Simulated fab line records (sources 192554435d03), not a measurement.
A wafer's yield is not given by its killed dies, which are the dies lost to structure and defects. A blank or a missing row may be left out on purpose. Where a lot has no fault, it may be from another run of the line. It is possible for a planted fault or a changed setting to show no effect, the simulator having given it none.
fab line records    flow n5-finfet
record lots=9  wafers=25  last-day=18
route steps=1938 shown BEOL_M0_SAQP@636 BEOL_M4@1111 PASSIVATION@1936
lots that met no fault: from a run of the same line without faults
start-h: hours from the record's opening day to when the first of the lot's shown wafers began    wait-h: hours since the lot's step before    " the same as in the row above    L1.1+2: several wafers, shown together as one row    - no value, or no start was given    * or withheld: withheld    < > ~ a bound
route shown NAME@n: a module of which the file shows steps, and the number in the route of the first    usual: the fault-free wafers' mean and standard deviation    same: alike in all rows    chamber/n: place in a boat    sites: the reading at each site    _std_site: the standard deviation of these    _edge_site: outer sites' mean less inner sites'    radius-mm: for every site, how far away it sits from the centre of the wafer    mask NAME#n: copy n    behind: the most recent tool/chamber to have shaped the wafer    hold: the reason the lot was held/the length of the hold in hours/how it ended    device: the transistor (n, p or np) that didn't switch    end of line: tests of these same wafers at the route's end    where a step has no rows: the recipe by itself    killed: the dies lost at the first sort to structure and to defects; this is not the yield of the wafer    map: shows each die of a wafer: x if killed, . if not, _ if none is there
set.NAME: the setting the step ran with; set.NAME@STEP: the setting that earlier step ran with    model.NAME: the simulator's own value behind a step, which no gauge read
a sample of lots followed through the steps of the route, with each step as a table and each wafer as a row
services: a tool's chamber out of use, with start hour (start-h, from the record's first day; less than 0 if before it), hours out, and reason
## steps
# step N5_BEOL_M0_SAQP_PECVD_96
# recipe material=a-Si  target-thk-a=450  temp-c=350  precursor=SiH4/He  pressure-torr=3  rf-w=100  time-s=45.2
# usual heater-power-w=624/84  showerhead-plenum-p-Torr=5.65/0.06  showerhead-vpp-V=618/44  throttle-valve-pct=18.1/0.61
lot.wafer  tool      chamber  start-h  wait-h  heater-power-w  showerhead-plenum-p-Torr  showerhead-vpp-V  throttle-valve-pct
L826.1     pecvd-02  0        144.91   0.0     552             5.67                      660               18.2
L826.2     "         2        "        "       535             5.71                      560               17.3
L826.5     "         0        "        "       562             5.70                      671               18.0
L827.1     pecvd-04  0        145.31   0.0     797             5.74                      626               18.1
L827.3     "         1        "        "       726             5.58                      629               17.1
L827.6     "         1        "        "       744             5.58                      638               17.1
L829.1     pecvd-01  0        145.45   0.0     607             5.55                      626               17.9
L829.3     "         0        "        "       603             5.57                      621               18.1
L829.5     "         1        "        "       534             5.65                      568               18.9
L830.1     pecvd-02  1        145.47   0.0     689             5.65                      707               18.7
L830.4     "         0        "        "       579             5.68                      662               18.0
L830.5     "         1        "        "       680             5.64                      695               18.3
L831.1     pecvd-01  1        153.91   0.0     582             5.64                      565               19.0
L831.3     "         2        "        "       550             5.62                      599               19.2
L831.6     "         2        "        "       539             5.61                      601               19.2
L833.3     pecvd-01  2        163.95   0.0     601             5.62                      605               19.2
L833.5     "         2        "        "       600             5.61                      599               19.1
L833.6     "         1        "        "       540             5.66                      571               19.1
L841.1     pecvd-04  1        211.96   0.0     656             5.60                      628               17.3
L841.5     "         1        "        "       663             5.58                      634               17.5
L844.2     pecvd-04  2        230.12   0.0     572             5.69                      597               17.4
L844.4     "         2        "        "       575             5.71                      602               17.3
L847.2     pecvd-01  0        245.49   0.0     530             5.56                      630               18.2
L847.3     "         1        "        "       575             5.65                      569               18.9
L847.6     "         2        "        "       534             5.59                      603               17.2
# step N5_BEOL_M0_SAQP_ETCH_83
# recipe chemistry=CF4  target=SiARC  target-depth-a=390  mask-material=CAR-ArF  time-s=65  ion-energy-ev=80  pressure-mtorr=40  source-w=545  bias-w=36  Ar_flow_sccm=100  cf4-flow-sccm=100  ends=cleared
# usual bias-w=35.99/0.11  drypump-motor-current-A=5.66/0.29  etch-rf-on-time-s=66.2/1.8  oes-product-au=0.64/0.081  rf-vpp-V=184.1/1.2  showerhead-plenum-p-Torr=2.14/0.07  throttle-valve-pct=15.67/0.22
lot.wafer  tool         chamber  start-h  wait-h  bias-w  drypump-motor-current-A  etch-rf-on-time-s  oes-product-au  rf-hours-counter-h  rf-vpp-V  showerhead-plenum-p-Torr  throttle-valve-pct
L826.1     rie-diel-02  1        146.43   0.0     35.91   5.80                     66.8               0.57            222                 185.3     2.20                      15.63
L826.2     "            2        "        "       35.82   5.66                     64.5               0.59            227                 184.9     2.20                      15.66
L826.5     "            1        "        "       35.95   5.83                     67.2               0.57            -                   184.5     2.20                      15.61
L827.1     rie-diel-04  1        146.56   0.0     36.01   5.91                     65.7               0.62            159                 186.7     2.23                      15.56
L827.3     "            0        "        "       35.98   5.69                     69.1               0.61            174                 183.6     2.13                      15.93
L827.6     "            0        "        "       35.91   5.70                     68.7               0.60            -                   184.2     2.13                      15.93
L830.1     rie-diel-05  0        146.70   0.0     36.00   5.32                     66.9               0.62            160                 182.8     2.13                      15.57
L830.4     "            3        "        "       35.97   6.31                     68.6               0.57            248                 183.4     2.02                      16.05
L830.5     "            3        "        "       36.07   6.31                     68.6               0.56            -                   183.1     2.02                      16.05
L829.1     rie-diel-02  1        146.89   0.0     35.97   5.84                     67.4               0.58            222                 183.9     2.20                      15.62
L829.3     "            3        "        "       35.99   5.44                     68.1               0.56            247                 183.7     2.10                      16.00
L829.5     "            3        "        "       36.00   5.44                     66.9               0.57            -                   182.7     2.10                      16.02
L831.1     rie-diel-05  1        155.41   0.0     35.78   5.12                     64.1               0.74            32                  185.8     2.19                      15.41
L831.3     "            0        "        "       35.89   5.33                     65.6               0.63            165                 183.8     2.13                      15.56
L831.6     "            2        "        "       35.93   5.84                     64.2               0.64            -                   183.0     2.13                      15.41
L833.3     rie-diel-05  2        164.80   0.0     35.89   5.87                     64.0               0.64            154                 184.4     2.13                      15.41
L833.5     "            3        "        "       36.02   6.35                     65.9               0.84            -                   185.8     2.28                      15.54
L833.6     "            2        "        "       36.04   5.90                     64.2               0.64            -                   184.3     2.13                      15.40
L841.1     rie-diel-05  3        212.62   0.0     35.83   6.31                     66.2               0.79            11                  185.3     2.27                      15.54
L841.5     "            3        "        "       36.02   6.32                     65.8               0.79            -                   186.5     2.27                      15.56
L844.2     rie-diel-04  0        230.80   0.0     35.96   5.67                     70.5               0.59            198                 184.8     2.12                      15.96
L844.4     "            1        "        "       36.05   5.90                     66.1               0.61            184                 186.4     2.22                      15.62
L847.2     rie-diel-04  3        246.28   0.0     35.92   5.51                     64.5               0.60            236                 183.7     2.02                      15.98
L847.3     "            0        "        "       35.98   5.68                     69.3               0.59            202                 183.2     2.12                      15.98
L847.6     "            3        "        "       35.82   5.48                     65.0               0.59            -                   184.0     2.03                      15.99
# step N5_BEOL_M0_SAQP_ETCH_107
# recipe chemistry=CH3F/O2  target=SiNx  target-depth-a=300  mask-material=SOC  pressure-mtorr=30  source-w=395  bias-w=73  Ar_flow_sccm=150  CH3F_flow_sccm=30  O2_flow_sccm=20  ion-energy-ev=120
# usual bias-w=73.03/0.22  drypump-motor-current-A=5.63/0.28  oes_o_777_au=0.74/0.092  oes-product-au=0.74/0.096  rf-vpp-V=299.2/2.8  showerhead-plenum-p-Torr=2.00/0.07  throttle-valve-pct=16.42/0.2
lot.wafer  tool         chamber  start-h  wait-h  bias-w  drypump-motor-current-A  oes_o_777_au  oes-product-au  rf-hours-counter-h  rf-vpp-V  showerhead-plenum-p-Torr  throttle-valve-pct
L826.1     rie-diel-02  0        149.34   0.0     72.67   5.31                     0.71          0.72            179                 298.3     1.89                      16.39
L826.2     "            1        "        "       73.08   5.84                     0.68          0.67            224                 295.5     2.07                      16.43
L826.5     "            1        "        "       73.47   5.82                     0.68          0.67            -                   297.7     2.07                      16.42
L827.1     rie-diel-02  3        150.29   0.0     73.11   5.45                     0.66          0.65            249                 298.3     1.96                      16.73
L827.3     "            2        "        "       73.24   5.65                     0.69          0.68            229                 300.0     2.06                      16.43
L827.6     "            0        "        "       72.92   5.31                     0.71          0.72            -                   299.7     1.89                      16.37
L830.1     rie-diel-02  2        151.02   0.0     76.56   5.66                     0.70          0.69            230                 312.1     2.06                      16.43
L830.4     "            3        "        "       73.20   5.48                     0.67          0.65            249                 298.2     1.96                      16.74
L830.5     "            1        "        "       73.14   5.88                     0.68          0.67            -                   295.6     2.07                      16.42
L829.1     rie-diel-02  2        151.38   0.0     76.58   5.69                     0.69          0.69            230                 312.5     2.06                      16.43
L829.3     "            0        "        "       73.14   5.28                     0.71          0.72            180                 298.9     1.89                      16.39
L829.5     "            1        "        "       73.21   5.81                     0.68          0.67            -                   298.1     2.07                      16.43
L831.1     rie-diel-05  0        158.56   0.0     73.50   5.32                     0.71          0.73            167                 303.1     1.99                      16.32
L831.3     "            1        "        "       72.74   5.09                     0.88          0.87            33                  297.5     2.04                      16.08
L831.6     "            1        "        "       73.23   5.08                     0.88          0.87            -                   296.9     2.04                      16.10
L833.3     rie-diel-02  2        167.73   0.0     76.80   5.69                     0.69          0.68            237                 311.9     2.06                      16.45
L833.5     "            3        "        "       73.00   5.47                     0.67          0.66            -                   299.6     1.96                      16.76
L833.6     "            2        "        "       76.87   5.72                     0.69          0.68            -                   314.8     2.06                      16.46
L841.1     rie-diel-04  0        214.92   0.0     72.88   5.66                     0.69          0.70            195                 301.0     1.99                      16.76
L841.5     "            3        "        "       73.21   5.47                     0.70          0.71            -                   300.9     1.89                      16.70
L844.2     rie-diel-05  3        233.10   0.0     72.81   6.31                     0.88          0.92            14                  306.6     2.13                      16.35
L844.4     "            1        "        "       73.06   5.09                     0.85          0.84            51                  297.7     2.03                      16.13
L847.2     rie-diel-02  0        249.58   0.0     72.84   5.31                     0.70          0.71            201                 299.0     1.89                      16.42
L847.3     "            3        "        "       73.10   5.45                     0.91          0.92            11                  299.0     1.95                      16.34
L847.6     "            2        "        "       73.10   5.62                     0.96          0.95            -                   299.5     2.05                      15.98
# step N5_BEOL_M0_SAQP_MANDREL2_REMOVE_110
# recipe chemistry=HBr/Cl2/O2  bt-time-s=10  target=a-Si  stop-on=SiCN  endpoint=OES-SiCl  over-etch-frac=1  icp-w=600  bias-w=30  HBr_flow_sccm=150  Cl2_flow_sccm=80  O2_flow_sccm=5  pressure-mtorr=10
# usual drypump-motor-current-A=5.7/0.37  he-backside-leak-sccm=2.7/0.32  oes_o_777_au=1.00/0.046  oes-product-au=1.002/0.023  throttle-valve-pct=36.61/0.28
lot.wafer  tool       chamber  start-h  wait-h  drypump-motor-current-A  he-backside-leak-sccm  oes_o_777_au  oes-product-au  rf-hours-counter-h  throttle-valve-pct
L826.1     rie-si-02  2        152.98   0.1     6.4                      2.6                    0.98          1.010           12                  36.78
L826.2     "          3        "        "       6.5                      2.6                    0.98          1.019           160                 36.85
L826.5     "          1        "        "       5.4                      2.3                    1.03          1.021           -                   36.53
L827.1     rie-si-06  1        153.55   0.1     5.7                      2.3                    0.93          0.975           5                   37.20
L827.3     "          3        "        "       5.4                      2.4                    1.02          0.974           78                  36.62
L827.6     "          0        "        "       5.4                      2.8                    0.97          1.005           -                   35.87
L830.1     rie-si-02  1        153.61   0.1     5.3                      2.4                    1.02          1.032           52                  36.53
L830.4     "          3        "        "       6.4                      2.7                    0.97          1.029           160                 36.85
L830.5     "          0        "        "       5.3                      2.6                    1.07          1.013           -                   36.52
L829.1     rie-si-01  2        154.06   0.1     5.7                      2.8                    0.94          0.989           173                 36.64
L829.3     "          3        "        "       5.7                      3.1                    1.00          0.961           141                 36.96
L829.5     "          1        "        "       6.1                      2.6                    1.03          1.041           -                   36.39
L831.1     rie-si-02  3        159.63   0.1     6.4                      4.4                    0.97          1.025           160                 36.84
L831.3     "          0        "        "       5.3                      2.5                    1.09          1.019           35                  36.52
L831.6     "          0        "        "       5.3                      2.7                    1.08          1.009           -                   36.51
L833.3     rie-si-02  3        169.61   0.1     6.4                      2.7                    0.99          1.018           160                 36.84
L833.5     "          2        "        "       6.4                      2.6                    0.98          0.996           -                   36.80
L833.6     "          1        "        "       5.3                      2.3                    1.02          1.018           -                   36.53
L841.1     rie-si-01  0        216.03   0.1     5.8                      3.3                    1.06          1.013           109                 36.45
L841.5     "          3        "        "       5.7                      3.0                    1.01          0.970           -                   36.96
L844.2     rie-si-01  0        234.73   0.1     5.8                      3.1                    1.06          1.008           109                 36.46
L844.4     "          0        "        "       5.8                      3.0                    1.06          1.023           -                   36.48
L847.2     rie-si-01  0        250.46   0.1     5.8                      3.0                    1.06          1.016           109                 36.48
L847.3     "          2        "        "       5.7                      2.7                    0.94          0.974           175                 36.61
L847.6     "          1        "        "       6.1                      2.6                    1.03          1.029           -                   36.40
# step N5_BEOL_M4_RC_MEAS_101
# usual DIBL_N=35.6/1.7  DIBL_P=35.0/2  IOFF_N=0.148/0.027  IOFF_P=0.19/0.032  ION_N=671/14  ION_P=460/9.1  SS_N=71.3/0.62  SS_P=73.0/0.64  VT_N=251/3.2  VT_P=-251.5/2.9
lot.wafer  tool       chamber  start-h  wait-h  DIBL_N[mV/V]  DIBL_P[mV/V]  IOFF_N[nA/um]  IOFF_P[nA/um]  ION_N[uA/um]  ION_P[uA/um]  SS_N[mV/dec]  SS_P[mV/dec]  VT_N[mV]  VT_P[mV]
L826.1     prober-01  0        205.35   0.0     33.6          31.9          0.105          0.15           636           438           70.7          72.2          258       -257.1
L826.2     "          0        "        "       34.8          34.4          0.125          0.18           660           452           70.5          73.2          251       -251.7
L826.5     "          0        "        "       35.2          33.7          0.122          0.17           650           452           70.6          72.0          254       -253.8
L829.1     prober-02  0        206.69   0.0     35.8          35.7          0.130          0.19           668           468           71.9          73.4          254       -254.1
L829.3     "          0        "        "       36.6          36.2          0.139          0.19           668           458           72.6          73.5          254       -254.3
L829.5     "          0        "        "       37.1          36.6          0.146          0.20           653           453           72.7          73.4          253       -251.5
L827.1     prober-01  0        207.20   0.0     38.2          38.9          0.168          0.20           692           473           72.1          73.6          250       -252.7
L827.3     "          0        "        "       38.3          39.4          0.180          0.22           685           466           71.9          73.4          248       -253.7
L827.6     "          0        "        "       37.6          38.2          0.164          0.20           687           465           71.9          73.0          249       -252.6
L830.1     prober-01  0        212.19   0.0     37.5          37.9          0.188          0.22           657           449           72.2          73.4          248       -249.2
L830.4     "          0        "        "       34.9          35.3          0.137          0.19           666           460           71.2          72.9          252       -252.1
L830.5     "          0        "        "       35.0          32.8          0.124          0.15           633           436           71.7          72.5          254       -258.2
L831.1     prober-02  0        215.61   0.0     37.1          36.6          0.197          0.23           695           472           71.7          73.7          245       -246.6
L831.3     "          0        "        "       34.2          32.5          0.137          0.17           684           469           70.8          72.0          249       -251.2
L831.6     "          0        "        "       34.7          33.0          0.146          0.17           683           461           71.3          72.5          249       -253.8
L833.3     prober-01  0        248.31   0.3     33.8          34.1          0.140          0.22           674           467           71.2          73.1          250       -246.6
L833.5     "          0        "        "       34.2          34.7          0.161          0.23           690           472           71.3          73.4          245       -246.9
L833.6     "          0        "        "       37.2          38.8          0.214          0.31           680           473           72.0          74.6          245       -244.7
L841.1     prober-02  0        298.58   0.0     35.0          32.2          0.118          0.14           656           448           70.8          72.2          253       -256.9
L841.5     "          0        "        "       35.3          33.1          0.121          0.15           657           449           71.0          72.8          255       -253.0
L844.2     prober-02  0        305.38   0.2     35.5          34.2          0.119          0.18           662           458           70.5          72.3          253       -251.4
L844.4     "          0        "        "       40.2          40.5          0.222          0.30           692           475           72.3          73.4          247       -244.4
L847.2     prober-02  0        321.94   0.2     37.7          37.6          0.200          0.22           701           468           71.8          74.1          246       -253.1
L847.3     "          0        "        "       35.9          35.5          0.155          0.19           679           458           71.2          73.3          249       -251.3
L847.6     "          0        "        "       36.3          36.0          0.166          0.20           681           456           71.3          73.6          245       -250.3
# step N5_PASSIVATION_PROBE_49
# usual defect-limited-yield=91.2/1.6  killed_at_M0_to_M3=35/11  killed_at_M4_up=14/5.4  killed-at-contacts=13/6  killed-at-front-end=38/11  killed-at-other=3.4/2.6  killed-dies=104/19  killed-open=68/13  killed-short=34/8.5  sort_bin_5_function=5.1/1  sort_bin_6_memory=3.3/0.72  sort_bin_8_speed=0.1/0.9  sort-n-pass=1075/22  sort-yield-pct=91.1/1.9
# same gross-dies=1180  killed-at-back-side=0  sort_bin_4_leakage[%]=0
lot.wafer  tool       chamber  start-h  wait-h  defect-limited-yield[%]  killed_at_M0_to_M3  killed_at_M4_up  killed-at-contacts  killed-at-front-end  killed-at-other  killed-dies  killed-open  killed-short  sort_bin_5_function[%]  sort_bin_6_memory[%]  sort_bin_8_speed[%]  sort-n-pass  sort-yield-pct[%]
L829.5     prober-01  -        321.55   0.2     90.3                     37                  21               7                   46                   4                115          80           31            6.4                     3.3                   0                    1065         90.3
L830.1     prober-02  -        346.39   0.0     91.7                     40                  10               3                   38                   7                98           47           38            4.9                     2.2                   0                    1082         91.7
# killed by level:class
L829.5 STI_FIN_REVEAL:geometric-particle:open=12 BEOL_M4:geometric-particle:open=10 BEOL_M1:geometric-particle:open=9 MOL_CONTACT_COAG:geometric-particle:open=7 BEOL_M3:geometric-particle:open=6 FIN_SAQP:geometric-particle:open=5 BEOL_M0_SAQP:geometric-particle:open=5 BEOL_M2:geometric-particle:open=5
L830.1 BEOL_M3:geometric-particle:short=12 HKMG_FIN:area-etch=12 FIN_SAQP:geometric-particle:short=10 BEOL_M2:geometric-particle:open=8 BEOL_M4:geometric-particle:open=6 BEOL_M3:geometric-particle:open=5 BEOL_M0_SAQP:geometric-particle:open=4 BEOL_M0_SAQP:geometric-particle:short=4
## services
tool         chamber  start-h  hours  kind
rie-si-01    2        121.47   5.6    repair
pecvd-01     2        124.38   24.2   repair
rie-diel-04  3        129.24   4.7    repair
rie-diel-05  3        129.79   4.6    repair
rie-diel-02  3        158.29   9.1    repair
pecvd-01     -        164.59   14.6   pm
rie-diel-02  3        186.90   -      clean
rie-diel-02  3        186.90   -      consumable-replace:focus-ring
rie-diel-02  3        186.90   19.3   scheduled-down
rie-diel-02  3        186.90   19.3   vent-cycle
rie-diel-02  1        189.70   2.6    repair
rie-diel-02  2        206.43   -      clean
rie-diel-02  2        206.43   -      consumable-replace:focus-ring
rie-diel-02  2        206.43   20.5   scheduled-down
rie-diel-02  2        206.43   20.5   vent-cycle
rie-diel-04  0        207.73   1.7    repair
pecvd-02     -        213.43   0.8    repair
rie-si-01    3        227.14   13.8   repair
rie-diel-02  1        228.55   -      clean
rie-diel-02  1        228.55   -      consumable-replace:focus-ring
rie-diel-02  1        228.55   24.3   scheduled-down
rie-diel-02  1        228.55   24.3   vent-cycle
rie-diel-04  2        240.24   10.5   repair
rie-si-02    -        243.53   2.8    pm
## key
first-sign step=N5_BEOL_M0_SAQP_ETCH_107  reading=bias-w  direction=up  sigmas=16  usual=*  struck=*
effect step=N5_BEOL_M0_SAQP_ETCH_107  reading=rf-vpp-V  direction=up  sigmas=4.9  usual=299.2  struck=312.8
met-at N5_BEOL_M0_SAQP_ETCH_107
struck-lots L829,L830,L833
struck-wafers L829.1,L830.1,L833.3,L833.6
baseline-loss step=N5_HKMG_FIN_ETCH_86  wafers=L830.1
not-acting-at N5_BEOL_M0_SAQP_PECVD_96,N5_BEOL_M0_SAQP_ETCH_83,N5_BEOL_M0_SAQP_MANDREL2_REMOVE_110
onset-between 150.29 151.02
fault kind=process-parameter-drift  tool=rie-diel-02  chamber=2  onset-h=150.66  steps=N5_BEOL_M0_SAQP_ETCH_107  channel=bias-w  offset=*  shape=step  end-h=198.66  acts-in=*  stated=*
# baseline-loss: these wafers lose ten dies or more at that step, a loss of the line's own and not of a fault; the sort's usual values leave them out
